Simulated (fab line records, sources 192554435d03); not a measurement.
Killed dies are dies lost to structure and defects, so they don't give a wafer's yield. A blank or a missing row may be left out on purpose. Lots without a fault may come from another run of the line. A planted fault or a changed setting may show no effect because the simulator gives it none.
Which tool did it? | flow n5_finfet | 10 lots, 30 wafers sampled, at 6 steps of a route of 1938

WHAT THE GAUGES READ, wafer by wafer
N5_BEOL_M5_INSPECT_13: inspects for defects (brightfield). Usual: raw_defect_count 391, standard deviation 99.
lot  | measured     | on                | raw_defect_count | flag
L418 | day 8 05:36  | defect_inspect-02 | 586 441 398      |
L419 | day 8 12:26  | defect_inspect-02 | 290 450 416      |
L420 | day 8 22:58  | defect_inspect-02 | 492 702 623      |
L422 | day 9 16:24  | defect_inspect-01 | 291 301 379      |
L423 | day 10 06:28 | defect_inspect-02 | 453 429 356      |
L425 | day 11 10:04 | defect_inspect-02 | 416 355 335      |
L428 | day 12 02:15 | defect_inspect-01 | 354 265 334      |
L436 | day 13 05:53 | defect_inspect-02 | 929 307 365      |
L439 | day 13 17:46 | defect_inspect-01 | 391 388 1010     |
L440 | day 14 13:44 | defect_inspect-01 | 461 421 377      |

N5_BEOL_M5_INSPECT_30: inspects for defects (brightfield). Usual: raw_defect_count 392, standard deviation 97.
lot  | measured     | on                | raw_defect_count | flag
L418 | day 8 07:04  | defect_inspect-02 | 596 473 384      |
L419 | day 8 13:23  | defect_inspect-02 | 287 453 389      |
L420 | day 9 01:49  | defect_inspect-01 | 452 630 582      |
L422 | day 9 17:37  | defect_inspect-02 | 355 374 426      |
L423 | day 10 07:27 | defect_inspect-02 | 432 435 341      |
L425 | day 11 11:18 | defect_inspect-02 | 413 338 332      |
L428 | day 12 04:52 | defect_inspect-01 | 358 265 323      |
L436 | day 13 08:40 | defect_inspect-02 | 939 298 341      |
L439 | day 13 23:00 | defect_inspect-02 | 434 435 1072     |
L440 | day 14 15:53 | defect_inspect-02 | 535 489 435      |

WHICH TOOL RAN EACH LOT (tool, then ch and the chambers of the sampled wafers, then the start)
lot  | N5_BEOL_M4_PRE_CLEAN_60          | N5_BEOL_M5_ILD_DEP_00           | N5_BEOL_M5_HM_DEP_02         | N5_BEOL_M5_ETCH_72
L418 | cvd_co-02 ch 1,2, day 8 02:43    | pecvd-03 ch 0,2, day 8 03:58    | pvd_sputter-01, day 8 05:06  | rie_diel-03 ch 0,3, day 8 05:41
L419 | cvd_co-02 ch 0,2, day 8 07:51    | pecvd-04 ch 0,1, day 8 09:07    | pvd_sputter-02, day 8 11:58  | rie_diel-04 ch 0,1, day 8 12:32
L420 | cvd_co-01 ch 1,2, day 8 18:38    | pecvd-02 ch 1,2, day 8 19:53    | pvd_sputter-03, day 8 22:23  | rie_diel-04 ch 1,2,3, day 8 23:02
L422 | cvd_co-01 ch 1,2, day 9 13:05    | pecvd-03 ch 0,1, day 9 14:20    | pvd_sputter-03, day 9 15:42  | rie_diel-05 ch 0,1, day 9 16:31
L423 | cvd_co-01 ch 0,1,2, day 10 03:28 | pecvd-03 ch 0,1, day 10 04:42   | pvd_sputter-03, day 10 05:49 | rie_diel-04 ch 0,2,3, day 10 06:32
L425 | cvd_co-02 ch 0,1,2, day 11 06:40 | pecvd-02 ch 0,1,2, day 11 08:11 | pvd_sputter-03, day 11 09:35 | rie_diel-03 ch 0,1,3, day 11 10:29
L428 | cvd_co-01 ch 0,1,2, day 11 22:16 | pecvd-04 ch 1,2, day 11 23:32   | pvd_sputter-03, day 12 01:39 | rie_diel-04 ch 0,3, day 12 02:44
L436 | cvd_co-02 ch 0,1,2, day 13 00:07 | pecvd-03 ch 1,2, day 13 01:22   | pvd_sputter-03, day 13 05:17 | rie_diel-05 ch 2,3, day 13 06:31
L439 | cvd_co-02 ch 0,1,2, day 13 12:34 | pecvd-02 ch 0,1,2, day 13 13:48 | pvd_sputter-03, day 13 17:10 | rie_diel-05 ch 0,1,3, day 13 17:50
L440 | cvd_co-01 ch 0,1,2, day 14 10:18 | pecvd-02 ch 1,2, day 14 11:34   | pvd_sputter-02, day 14 13:08 | rie_diel-05 ch 1,3, day 14 13:49
- N5_BEOL_M4_PRE_CLEAN_60: time 15 s.
- N5_BEOL_M5_ILD_DEP_00: deposits SiCOH lowk from DEMS/porogen, target thk 140.64 nm, time 25.9 s.
- N5_BEOL_M5_HM_DEP_02: deposits TiN, target thk 20 nm.
- N5_BEOL_M5_ETCH_72: etches underlayer in N2/H2, target depth 6.5 nm, time 5.2 s.

WHAT THE TOOLS THEMSELVES READ (means of the sampled wafers that have a number; where no wafer has one, the mark that the record gives instead)
N5_BEOL_M4_PRE_CLEAN_60. Usual: heater_power_w 96 W, standard deviation 17.
lot  | tool      | heater_power_w (W) | flag
L418 | cvd_co-02 | 76                 |
L419 | cvd_co-02 | 95                 |
L420 | cvd_co-01 | 89                 |
L422 | cvd_co-01 | 96                 |
L423 | cvd_co-01 | 103                |
L425 | cvd_co-02 | 85                 |
L428 | cvd_co-01 | 104                |
L436 | cvd_co-02 | 85                 |
L439 | cvd_co-02 | 87                 |
L440 | cvd_co-01 | 102                |

N5_BEOL_M5_ILD_DEP_00. Usual: chamber_pressure_Torr 4.999 Torr, standard deviation 0.013; heater_power_w 333 W, standard deviation 53; showerhead_plenum_p_Torr 5.735 Torr, standard deviation 0.017; throttle_valve_pct 13.6 %, standard deviation 0.62.
lot  | tool     | chamber_pressure_Torr (Torr) | heater_power_w (W) | showerhead_plenum_p_Torr (Torr) | throttle_valve_pct (%) | flag
L418 | pecvd-03 | 5.000                        | 314                | 5.743                           | 13.8                   |
L419 | pecvd-04 | 5.002                        | 325                | 5.728                           | 13.5                   |
L420 | pecvd-02 | 5.002                        | 357                | 5.750                           | 13.6                   |
L422 | pecvd-03 | 4.987                        | 309                | 5.727                           | 14.0                   |
L423 | pecvd-03 | 4.987                        | 325                | 5.735                           | 14.1                   |
L425 | pecvd-02 | 5.002                        | 382                | 5.737                           | 13.8                   |
L428 | pecvd-04 | 5.004                        | 289                | 5.714                           | 13.0                   |
L436 | pecvd-03 | 5.011                        | 349                | 5.740                           | 12.6                   |
L439 | pecvd-02 | 5.008                        | 349                | 5.738                           | 13.9                   |
L440 | pecvd-02 | 4.994                        | 364                | 5.738                           | 13.4                   |

N5_BEOL_M5_HM_DEP_02. Usual: chamber_pressure_pa 0.5000 Pa, standard deviation 0.00095; throttle_valve_pct 29.9 %, standard deviation 1.3.
lot  | tool           | chamber_pressure_pa (Pa) | throttle_valve_pct (%) | flag
L418 | pvd_sputter-01 | 0.4990                   | 30.9                   |
L419 | pvd_sputter-02 | 0.5008                   | 29.3                   |
L420 | pvd_sputter-03 | 0.5001                   | 29.4                   |
L422 | pvd_sputter-03 | 0.4995                   | 30.8                   |
L423 | pvd_sputter-03 | 0.5013                   | 29.0                   |
L425 | pvd_sputter-03 | 0.5002                   | 29.4                   |
L428 | pvd_sputter-03 | 0.4996                   | 29.5                   |
L436 | pvd_sputter-03 | 0.4998                   | 30.1                   |
L439 | pvd_sputter-03 | 0.4998                   | 29.4                   |
L440 | pvd_sputter-02 | 0.5005                   | 29.4                   |

N5_BEOL_M5_ETCH_72. Usual: bias_w 149.9 W, standard deviation 0.42; drypump_motor_current_A 5.5 A, standard deviation 0.42; etch_rf_on_time_s 5.20 s, standard deviation 0.086; oes_product_au 0.67 a.u., standard deviation 0.07; rf_vpp_V 523.9 V, standard deviation 2.6; showerhead_plenum_p_Torr 2.54 Torr, standard deviation 0.076; throttle_valve_pct 17.84 %, standard deviation 0.18.
lot  | tool        | bias_w (W) | drypump_motor_current_A (A) | etch_rf_on_time_s (s) | oes_product_au (a.u.) | rf_vpp_V (V) | showerhead_plenum_p_Torr (Torr) | throttle_valve_pct (%) | flag
L418 | rie_diel-03 | 150.2      | 5.8                         | 5.14                  | 0.66                  | 522.5        | 2.51                            | 17.66                  |
L419 | rie_diel-04 | 149.5      | 5.2                         | 5.11                  | 0.72                  | 526.0        | 2.64                            | 18.00                  |
L420 | rie_diel-04 | 150.2      | 5.2                         | 5.23                  | 0.71                  | 526.0        | 2.61                            | 17.85                  |
L422 | rie_diel-05 | 149.8      | 5.1                         | 5.22                  | 0.61                  | 523.8        | 2.56                            | 17.97                  |
L423 | rie_diel-04 | 149.8      | 5.4                         | 5.27                  | 0.66                  | 524.2        | 2.55                            | 17.90                  |
L425 | rie_diel-03 | 150.3      | 5.7                         | 5.12                  | 0.64                  | 524.1        | 2.53                            | 17.81                  |
L428 | rie_diel-04 | 150.3      | 5.4                         | 5.37                  | 0.60                  | 525.1        | 2.60                            | 18.14                  |
L436 | rie_diel-05 | 149.9      | 5.9                         | 5.23                  | 0.62                  | 524.6        | 2.53                            | 17.91                  |
L439 | rie_diel-05 | 149.9      | 5.5                         | 5.22                  | 0.68                  | 523.9        | 2.52                            | 17.83                  |
L440 | rie_diel-05 | 150.0      | 5.8                         | 5.25                  | 0.61                  | 522.7        | 2.49                            | 17.89                  |

THE ANSWER, worked out from the rows above alone
Rule: a lot is off if the mean of its wafers that have a number lies more than 3 standard deviations from the usual mean. A lot without any number at a reading at which 4 lots or more have one is off too. The other lots that the step has rows for count as sound. The gauges are gone through in route order, then the tools' own readings, and for those a lot's mean is taken as printed above. The first step at which some lot is off is used, and at that step the reading that is off furthest; a lot without a number counts as furthest.
No lot is off at any reading shown: from this, nothing can be told.

WHAT THE SIMULATOR HAD PUT IN
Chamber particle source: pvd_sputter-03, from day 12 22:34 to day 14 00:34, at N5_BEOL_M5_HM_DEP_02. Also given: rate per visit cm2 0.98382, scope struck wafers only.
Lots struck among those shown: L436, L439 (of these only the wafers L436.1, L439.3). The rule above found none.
